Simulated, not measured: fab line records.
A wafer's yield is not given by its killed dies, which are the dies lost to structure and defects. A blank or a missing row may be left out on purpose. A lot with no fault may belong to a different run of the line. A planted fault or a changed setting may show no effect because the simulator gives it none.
Which tool was responsible?	flow n5 finfet	72 wafers from 24 lots sampled at 6 of the route's 1938 steps

== WHAT THE GAUGES SHOWED, per wafer ==
N5_ILD0_THK_MEAS_13. Usual: thk nm at 17.5 nm, with a standard deviation of 1.1.
lot	measured	on	thk nm (nm)	flag
L074	day 3 16:26	film metro-01	18.5 15.8 17.4	
L075	day 4 01:52	film metro-01	16.5 18.5 17.3	
L076	day 4 07:38	film metro-02	17.6 18.3 16.9	
L077	day 4 10:41	film metro-01	16.1 18.6 16.4	
L078	day 4 15:53	film metro-02	16.0 16.4 15.2	
L079	day 4 22:02	film metro-02	16.9 16.7 16.3	
L080	day 5 05:23	film metro-01	17.1 18.0 19.8	
L081	day 5 12:59	film metro-01	17.0 18.0 19.2	
L082	day 5 16:04	film metro-02	18.0 17.4 16.8	
L083	day 6 00:17	film metro-01	16.7 16.3 16.0	
L084	day 6 09:04	film metro-01	18.4 18.1 19.3	
L085	day 6 16:08	film metro-01	17.0 16.4 17.6	
L086	day 6 19:45	film metro-01	17.2 18.3 17.7	
L087	day 7 03:28	film metro-02	17.5 18.9 19.1	
L088	day 7 04:33	film metro-01	18.3 19.5 18.7	
L089	day 7 08:56	film metro-01	16.5 18.2 17.4	
L090	day 7 16:40	film metro-02	16.3 17.4 16.5	
L091	day 7 22:22	film metro-01	17.9 19.6 18.9	
L092	day 8 04:31	film metro-02	16.7 17.2 16.7	
L093	day 8 11:55	film metro-01	16.9 17.1 16.8	
L094	day 8 18:07	film metro-02	16.0 16.2 16.4	
L095	day 9 01:03	film metro-01	18.1 18.9 17.8	
L096	day 9 08:18	film metro-01	17.1 16.8 18.8	
L097	day 9 15:18	film metro-02	17.2 17.9 17.8	

N5_SDB_INSPECT_36: inspects for defects (darkfield). Usual: raw defect count at 42, with a standard deviation of 19.
lot	measured	on	raw defect count	flag
L074	day 3 21:31	defect inspect-01	42 41 58	
L075	day 4 06:21	defect inspect-01	35 38 44	
L076	day 4 12:14	defect inspect-01	38 38 59	
L077	day 4 15:42	defect inspect-01	103 36 91	
L078	day 4 20:56	defect inspect-02	47 57 31	
L079	day 5 03:05	defect inspect-01	17 31 78	
L080	day 5 10:22	defect inspect-02	36 20 21	
L081	day 5 17:27	defect inspect-02	32 55 45	
L082	day 5 20:34	defect inspect-01	34 49 34	
L083	day 6 04:55	defect inspect-01	56 69 35	
L084	day 6 13:43	defect inspect-01	79 67 89	
L085	day 6 20:32	defect inspect-01	59 23 42	
L086	day 7 00:16	defect inspect-02	56 57 26	
L087	day 7 10:21	defect inspect-01	35 52 31	
L088	day 7 11:18	defect inspect-01	17 18 53	
L089	day 7 13:17	defect inspect-01	24 55 34	
L090	day 7 21:08	defect inspect-01	22 26 29	
L091	day 8 02:52	defect inspect-01	34 20 27	
L092	day 8 12:58	defect inspect-02	11 37 36	
L093	day 8 17:52	defect inspect-01	22 25 37	
L094	day 8 22:43	defect inspect-01	39 40 22	
L095	day 9 06:17	defect inspect-01	51 46 54	
L096	day 9 12:38	defect inspect-01	44 58 62	
L097	day 9 20:41	defect inspect-01	36 46 59	

N5_HKMG_FIN_INSPECT_61: inspects for defects (macro). Usual: raw defect count at 2.1, with a standard deviation of 1.5.
lot	measured	on	raw defect count	flag
L074	day 3 23:11	defect inspect-02	1 3 2	
L075	day 4 07:56	defect inspect-01	1 2 1	
L076	day 4 13:49	defect inspect-02	1 4 0	
L077	day 4 17:17	defect inspect-01	3 4 3	
L078	day 4 22:34	defect inspect-01	0 1 2	
L079	day 5 04:41	defect inspect-01	1 2 2	
L080	day 5 12:29	defect inspect-02	0 6 4	
L081	day 5 19:07	defect inspect-02	2 6 1	
L082	day 5 22:21	defect inspect-02	1 2 3	
L083	day 6 06:30	defect inspect-02	5 1 3	
L084	day 6 15:19	defect inspect-02	0 4 3	
L085	day 6 22:44	defect inspect-02	3 3 7	
L086	day 7 01:52	defect inspect-01	0 6 5	
L087	day 7 12:13	defect inspect-01	0 1 3	
L088	day 7 12:56	defect inspect-01	1 2 2	
L089	day 7 14:58	defect inspect-01	0 2 1	
L090	day 7 22:44	defect inspect-02	1 5 2	
L091	day 8 04:28	defect inspect-01	3 2 0	
L092	day 8 14:34	defect inspect-02	1 1 2	
L093	day 8 19:34	defect inspect-01	1 1 1	
L094	day 9 00:18	defect inspect-01	2 3 2	
L095	day 9 07:45	defect inspect-02	2 2 3	
L096	day 9 14:13	defect inspect-01	2 2 2	
L097	day 9 22:19	defect inspect-02	2 1 1	

== EACH LOT AND THE TOOL THAT RAN IT (in order: tool; ch and the chambers of the sampled wafers; start) ==
lot	N5_SD_EPI_P_ETCH_47	N5_SD_EPI_P_ETCH_16	N5_SDB_DESCUM_16
L074	rie diel-04 ch 0,2, day 3 06:12	rie diel-04 ch 0,2, day 3 06:18	rie diel-01 ch 1,3, day 3 17:11
L075	rie diel-04 ch 1,2,3, day 3 15:40	rie diel-04 ch 1,2,3, day 3 15:46	rie diel-02 ch 1,2,3, day 4 02:28
L076	rie diel-03 ch 2,3, day 3 21:13	rie diel-03 ch 2,3, day 3 21:19	rie diel-02 ch 0,2,3, day 4 08:14
L077	rie diel-06 ch 0,1,3, day 4 00:28	rie diel-06 ch 0,1,3, day 4 00:34	rie diel-05 ch 0,2,3, day 4 11:50
L078	rie diel-04 ch 0,1,3, day 4 05:28	rie diel-04 ch 0,1,3, day 4 05:34	rie diel-01 ch 1,2, day 4 16:29
L079	rie diel-04 ch 1,2,3, day 4 11:47	rie diel-04 ch 1,2,3, day 4 11:53	rie diel-05 ch 0,3, day 4 22:43
L080	rie diel-06 ch 1,2,3, day 4 18:50	rie diel-06 ch 1,2,3, day 4 18:56	rie diel-02 ch 0,1,2, day 5 05:59
L081	rie diel-06 ch 1,2,3, day 5 01:59	rie diel-06 ch 1,2,3, day 5 02:05	rie diel-01 ch 0,1, day 5 13:35
L082	rie diel-04 ch 1,2,3, day 5 05:41	rie diel-04 ch 1,2,3, day 5 05:47	rie diel-01 ch 0,1,2, day 5 16:40
L083	rie diel-06 ch 2,3, day 5 13:44	rie diel-06 ch 2,3, day 5 13:50	rie diel-02 ch 0,1,2, day 6 00:53
L084	rie diel-03 ch 0,1,3, day 5 21:56	rie diel-03 ch 0,1,3, day 5 22:02	rie diel-05 ch 1,2, day 6 09:34
L085	rie diel-04 ch 0,2,3, day 6 05:56	rie diel-04 ch 0,2,3, day 6 06:02	rie diel-01 ch 2,3, day 6 16:37
L086	rie diel-03 ch 2,3, day 6 09:34	rie diel-03 ch 2,3, day 6 09:40	rie diel-01 ch 1,2,3, day 6 20:21
L087	rie diel-04 ch 0,2, day 6 17:14	rie diel-04 ch 0,2, day 6 17:20	rie diel-02 ch 2,3, day 7 05:07
L088	rie diel-03 ch 1,2,3, day 6 18:12	rie diel-03 ch 1,2,3, day 6 18:18	rie diel-05 ch 0,1,2, day 7 06:14
L089	rie diel-03 ch 0,2,3, day 6 22:44	rie diel-03 ch 0,2,3, day 6 22:50	rie diel-02 ch 1,2,3, day 7 09:25
L090	rie diel-04 ch 0,1, day 7 06:02	rie diel-04 ch 0,1, day 7 06:08	rie diel-02 ch 2,3, day 7 17:17
L091	rie diel-04 ch 0,1,2, day 7 11:32	rie diel-04 ch 0,1,2, day 7 11:38	rie diel-01 ch 0,1,2, day 7 22:58
L092	rie diel-06 ch 1,2, day 7 18:17	rie diel-06 ch 1,2, day 7 18:23	rie diel-02 ch 1,2, day 8 06:59
L093	rie diel-03 ch 1,2,3, day 8 00:40	rie diel-03 ch 1,2,3, day 8 00:46	rie diel-05 ch 0,1, day 8 13:02
L094	rie diel-04 ch 1,3, day 8 05:44	rie diel-04 ch 1,3, day 8 05:50	rie diel-05 ch 0,1,3, day 8 18:43
L095	rie diel-06 ch 1,2,3, day 8 14:13	rie diel-06 ch 1,2,3, day 8 14:19	rie diel-05 ch 1,2,3, day 9 01:59
L096	rie diel-04 ch 1,2,3, day 8 20:42	rie diel-04 ch 1,2,3, day 8 20:48	rie diel-02 ch 0,1,3, day 9 08:47
L097	rie diel-04 ch 0,1,3, day 9 03:32	rie diel-04 ch 0,1,3, day 9 03:38	rie diel-02 ch 0,1,3, day 9 15:47
- N5_SD_EPI_P_ETCH_47: etches SiOCN in CH3F/O2, target depth 25 nm.
- N5_SD_EPI_P_ETCH_16: etches SiO2 in CHF3/O2, target depth 5 nm.
- N5_SDB_DESCUM_16: chemistry O2, time 7.9 s.

== AS READ BY THE TOOLS THEMSELVES (means over the sampled wafers that have a number; for cases with no such wafer, the mark the record gives instead) ==
N5_SD_EPI_P_ETCH_47. Usual: drypump motor current A 5.5 A, standard deviation 0.44; oes_ar_750_au 0.78 a.u., standard deviation 0.082; oes product au 0.78 a.u., standard deviation 0.085; rf vpp V 127.2 V, standard deviation 2.4; showerhead plenum p Torr 1.98 Torr, standard deviation 0.058; throttle valve pct 16.39 %, standard deviation 0.24.
lot	tool	drypump motor current A (A)	oes_ar_750_au (a.u.)	oes product au (a.u.)	rf vpp V (V)	showerhead plenum p Torr (Torr)	throttle valve pct (%)	flag
L074	rie diel-04	5.6	0.79	0.80	128.7	1.94	16.33	
L075	rie diel-04	5.1	0.72	0.71	126.8	2.00	16.59	
L076	rie diel-03	5.4	0.77	0.77	127.8	2.03	16.49	
L077	rie diel-06	5.7	0.78	0.78	125.2	2.01	16.33	
L078	rie diel-04	5.5	0.76	0.75	129.3	1.99	16.51	
L079	rie diel-04	5.1	0.81	0.81	126.1	2.00	16.44	
L080	rie diel-06	5.5	0.74	0.74	126.9	1.99	16.45	
L081	rie diel-06	5.5	0.73	0.73	125.1	1.99	16.46	
L082	rie diel-04	5.1	0.80	0.80	125.2	2.00	16.45	
L083	rie diel-06	5.4	0.70	0.70	125.9	2.01	16.39	
L084	rie diel-03	5.7	0.75	0.76	127.4	1.91	16.36	
L085	rie diel-04	5.2	0.82	0.84	128.2	1.96	16.27	
L086	rie diel-03	5.3	0.75	0.75	126.6	2.02	16.52	
L087	rie diel-04	5.2	0.89	0.89	127.0	1.95	16.15	
L088	rie diel-03	5.5	0.74	0.74	128.9	1.99	16.43	
L089	rie diel-03	5.5	0.75	0.75	127.7	1.95	16.48	
L090	rie diel-04	5.9	0.77	0.76	130.4	1.96	16.49	
L091	rie diel-04	5.4	0.80	0.80	127.3	1.97	16.41	
L092	rie diel-06	5.7	0.73	0.71	126.8	1.97	16.46	
L093	rie diel-03	5.5	0.73	0.73	128.6	1.99	16.45	
L094	rie diel-04	5.3	0.92	0.92	126.8	2.02	16.41	
L095	rie diel-06	5.5	0.80	0.81	125.0	1.99	16.31	
L096	rie diel-04	5.1	0.86	0.86	126.6	1.99	16.33	
L097	rie diel-04	5.5	0.83	0.83	128.8	1.98	16.40	

N5_SD_EPI_P_ETCH_16. Usual: drypump motor current A 5.5 A, standard deviation 0.45; oes_ar_750_au 0.78 a.u., standard deviation 0.082; oes product au 0.78 a.u., standard deviation 0.085; rf vpp V 523 V, standard deviation 9.5; showerhead plenum p Torr 2.39 Torr, standard deviation 0.067; throttle valve pct 18.98 %, standard deviation 0.23.
lot	tool	drypump motor current A (A)	oes_ar_750_au (a.u.)	oes product au (a.u.)	rf vpp V (V)	showerhead plenum p Torr (Torr)	throttle valve pct (%)	flag
L074	rie diel-04	5.6	0.80	0.80	531	2.35	18.91	
L075	rie diel-04	5.1	0.72	0.71	519	2.42	19.18	
L076	rie diel-03	5.3	0.77	0.77	524	2.44	19.07	
L077	rie diel-06	5.8	0.78	0.77	518	2.41	18.90	
L078	rie diel-04	5.5	0.75	0.75	528	2.40	19.10	
L079	rie diel-04	5.1	0.81	0.80	519	2.41	19.04	
L080	rie diel-06	5.5	0.74	0.74	517	2.40	19.03	
L081	rie diel-06	5.5	0.74	0.74	518	2.40	19.03	
L082	rie diel-04	5.1	0.79	0.79	518	2.41	19.05	
L083	rie diel-06	5.4	0.70	0.71	518	2.43	18.95	
L084	rie diel-03	5.7	0.75	0.76	525	2.31	18.94	
L085	rie diel-04	5.2	0.83	0.82	522	2.37	18.87	
L086	rie diel-03	5.4	0.75	0.74	524	2.44	19.10	
L087	rie diel-04	5.2	0.88	0.88	522	2.35	18.75	
L088	rie diel-03	5.5	0.74	0.74	529	2.39	18.99	
L089	rie diel-03	5.5	0.75	0.75	522	2.34	19.07	
L090	rie diel-04	5.8	0.77	0.76	533	2.36	19.06	
L091	rie diel-04	5.5	0.80	0.80	526	2.38	19.01	
L092	rie diel-06	5.7	0.72	0.72	521	2.38	19.04	
L093	rie diel-03	5.4	0.73	0.73	529	2.39	19.01	
L094	rie diel-04	5.3	0.92	0.91	523	2.43	19.04	
L095	rie diel-06	5.5	0.80	0.81	517	2.39	18.90	
L096	rie diel-04	5.1	0.86	0.86	517	2.40	18.96	
L097	rie diel-04	5.5	0.83	0.83	528	2.38	18.99	

N5_SDB_DESCUM_16. Usual: drypump motor current A 5.9 A, standard deviation 0.51; oes product au 0.78 a.u., standard deviation 0.087; rf vpp V 243.4 V, standard deviation 1.4; showerhead plenum p Torr 2.11 Torr, standard deviation 0.077; throttle valve pct 20.43 %, standard deviation 0.2.
lot	tool	drypump motor current A (A)	oes product au (a.u.)	rf vpp V (V)	showerhead plenum p Torr (Torr)	throttle valve pct (%)	flag
L074	rie diel-01	6.1	0.70	243.6	2.13	20.73	
L075	rie diel-02	6.1	0.82	244.3	2.13	20.28	
L076	rie diel-02	6.3	0.84	243.5	2.11	20.25	
L077	rie diel-05	5.6	0.79	243.7	2.13	20.47	
L078	rie diel-01	5.4	0.75	244.1	2.16	20.66	
L079	rie diel-05	5.5	0.85	244.9	2.18	20.44	
L080	rie diel-02	5.9	0.83	242.8	2.10	20.23	
L081	rie diel-01	6.1	0.71	242.2	2.05	20.81	
L082	rie diel-01	5.6	0.73	242.6	2.08	20.70	
L083	rie diel-02	5.9	0.82	243.8	2.10	20.25	
L084	rie diel-05	5.9	0.70	242.3	2.07	20.46	
L085	rie diel-01	5.2	0.82	244.1	2.16	20.51	
L086	rie diel-01	5.7	0.81	243.8	2.13	20.63	
L087	rie diel-02	6.4	0.84	243.5	2.17	20.27	
L088	rie diel-05	5.8	0.70	243.1	2.07	20.40	
L089	rie diel-02	6.1	0.79	243.9	2.12	20.33	
L090	rie diel-02	6.5	0.83	244.7	2.17	20.26	
L091	rie diel-01	5.6	0.80	244.4	2.16	20.59	
L092	rie diel-02	6.0	0.82	243.9	2.16	20.26	
L093	rie diel-05	5.8	0.70	243.1	2.06	20.37	
L094	rie diel-05	5.8	0.76	243.2	2.12	20.39	
L095	rie diel-05	5.8	0.88	243.3	2.12	20.36	
L096	rie diel-02	6.0	0.74	242.2	2.05	20.39	
L097	rie diel-02	6.0	0.74	242.8	2.05	20.39	

== THE ANSWER, worked out from the rows above alone ==
Rule: a lot counts as off when the mean over its wafers that have a number is more than 3 standard deviations away from the usual mean. Also off: a lot with no number at a reading for which 4 or more lots have one. Any other lot the step has rows for is counted as sound. Order of review: gauges by route order, followed by the tools' own readings, for which a lot's mean as printed above is used. The first step at which some lot is off is used, and at that step the reading that is off furthest; a lot without a number counts as furthest.
None of the lots is off at any reading shown; this tells nothing.

== WHAT THE SIMULATOR HAD PUT IN ==
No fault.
